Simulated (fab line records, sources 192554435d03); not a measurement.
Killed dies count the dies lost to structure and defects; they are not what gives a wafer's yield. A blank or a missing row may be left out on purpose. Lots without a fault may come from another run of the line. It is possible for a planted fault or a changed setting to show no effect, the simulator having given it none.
Comparing a struck lot with a sound one | flow n5_finfet | 27 out of 1938 route steps
Sound: wafers L285.2, L285.3, L285.5. Wafers struck: L289.2, L289.4, L289.5. Last of all comes the cause.
At each step with rows: each side's tool, then ch and its chambers, then its first start. Under that, the readings that differ: sound wafers | struck wafers | difference of the means | sigmas: that difference in standard deviations of wafers without a fault.
alike: readings with means less than 2 such deviations apart, plus words and numbers identical on both sides. not compared: withheld readings, readings lacking a value on some wafer, bounds such as >300 that could conceal the same value, and numbers that have no deviation in the record and whose values overlap.
Wherever a step has rows on one side only, a row that says differs or no value, or a row with sigmas, the two part there. Numbers that have no deviation but don't overlap get no sigmas and don't part them. Lack of a reading on every wafer of one side parts them only where that side has two or more wafers.

first, 10 steps without rows for these wafers: N5_DUMMY_GATE_STRIP_48 (strips in N2/H2, time 20 s); N5_DUMMY_GATE_PRECLEAN_33 (cleans in dHF, time 10 s); N5_DUMMY_GATE_PRECLEAN_25 (cleans in O3/DIW, time 45 s); N5_DUMMY_GATE_PRECLEAN_51 (cleans in SC2, time 45 s); N5_DUMMY_GATE_SRD_26 (time 30 s); N5_DUMMY_GATE_UV_OZONE_45 (time 120 s); N5_SPACER0_ALD_07 (deposits SiNx, target thk 2 nm); N5_SPACER0_ALD_00 (deposits SiOCN, target thk 3.5 nm, pulse time 3 s, purge time 2 s); N5_SPACER0_ALD_08 (deposits SiNx, target thk 2 nm); N5_SD_EPI_N_COAT_32 (time 60 s, resist thk 350 nm).
N5_SD_EPI_N_COAT_33: time 60 s, resist thk 35 nm.
  sound on litho_track-04 ch 0, day 5 20:33; struck on litho_track-04 ch 0, day 6 19:29
  reading                                     | sound                | struck               | difference | sigmas
  spin_speed_rpm (rpm)                        | 1499.6 1500.7 1499.3 | 1249.6 1250.6 1250.5 | -249.6     | -99 or more
  model.SiARC_of_SD_EPI_N_COAT_33.thk_nm (nm) | 35 35 35             | 38.4 38.4 38.6       | +3.5       |
  alike: heater_power_total_W, resist_line_temp_C
then, 7 steps without rows for these wafers: N5_SD_EPI_N_COAT_03 (resist thk 150 nm); N5_SD_EPI_N_EBR_05; N5_SD_EPI_N_SOFTBAKE_04 (time 60 s); N5_SD_EPI_N_EXPOSE_06 (exposes mask SD N BLK, target cd 120 nm); N5_SD_EPI_N_PEB_07 (peb time 60 s); N5_SD_EPI_N_DEVELOP_08 (develop time 30 s); N5_SD_EPI_N_DESCUM_14 (chemistry O2, time 7.9 s).
N5_SD_EPI_N_ETCH_34: etches SiARC in CF4, target depth 45.5 nm, time 75.8 s.
  sound on rie_diel-05 ch 2,3, day 5 20:55; struck on rie_diel-03 ch 0,1,3, day 6 19:58
  reading                                             | sound            | struck            | difference | sigmas
  etch_rf_on_time_s (s)                               | 78.4 74.0 75.1   | 81.9 80.9 81.5    | +5.6       | +3
  model.etch.depth_nm (nm)                            | 34.96 34.9 34.95 | 38.43 38.42 38.51 | +3.52      |
  model.CAR-ArF-block_of_SD_EPI_N_COAT_03.thk_nm (nm) | 111.2 111.2 111  | 107.2 108 107.6   | -3.5       |
  alike: drypump_motor_current_A, oes_product_au, rf_vpp_V, showerhead_plenum_p_Torr, throttle_valve_pct
  not compared: rf_hours_counter_h
then, 4 steps without rows for these wafers: N5_SD_EPI_N_ETCH_35 (etches SOC in N2/H2, overetch 108 nm, time 486 s); N5_SD_EPI_N_STRIP_36 (strips in N2/H2); N5_SD_EPI_N_ETCHBACK_44 (etches SiNx in CH3F/O2, stops on SiO2, target depth 14.5 nm); N5_SD_EPI_N_ETCH_45 (etches SiOCN in CH3F/O2, target depth 6 nm).
N5_SD_EPI_N_ETCH_16: etches SiO2 in CHF3/O2, target depth 5 nm.
  sound on rie_diel-05 ch 2,3, day 5 21:30; struck on rie_diel-03 ch 0,1,3, day 6 20:33
  reading                                     | sound        | struck         | difference | sigmas
  model.SiARC_of_SD_EPI_N_COAT_33.thk_nm (nm) | 13 11.6 11.6 | 15.2 15.6 15.4 | +3.3       |
  alike: drypump_motor_current_A, oes_f_703_au, oes_o_777_au, oes_product_au, rf_vpp_V, showerhead_plenum_p_Torr, throttle_valve_pct
  not compared: rf_hours_counter_h
then, 1 step without rows for these wafers: N5_SD_EPI_N_STRIP_47 (strips in CHF3/O2).
-- a jump in the record: the struck wafers' starts before and after are 5 days apart (it breaks off in module SD_EPI_N and resumes in module BEOL_M4, where the first step shown is number 1111 of the route) --
N5_BEOL_M4_RC_MEAS_101:
  sound on prober-02 ch 0, day 10 21:56; struck on prober-01 ch 0, day 12 02:37
  alike: DIBL_N, DIBL_P, IOFF_N, IOFF_P, ION_N, ION_P, SS_N, SS_P, VT_N, VT_P
then, 1 step without rows for these wafers: N5_PASSIVATION_PROBE_49.

## WHERE THEY PART
At N5_SD_EPI_N_COAT_33 first; at N5_SD_EPI_N_ETCH_34 last (within this record only). Later steps at which nothing parts them and some readings are alike: N5_SD_EPI_N_ETCH_16, N5_BEOL_M4_RC_MEAS_101.

WHY: what had been put in by the simulator
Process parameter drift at N5_SD_EPI_N_COAT_33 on litho_track-04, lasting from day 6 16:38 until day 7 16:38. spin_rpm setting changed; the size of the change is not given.
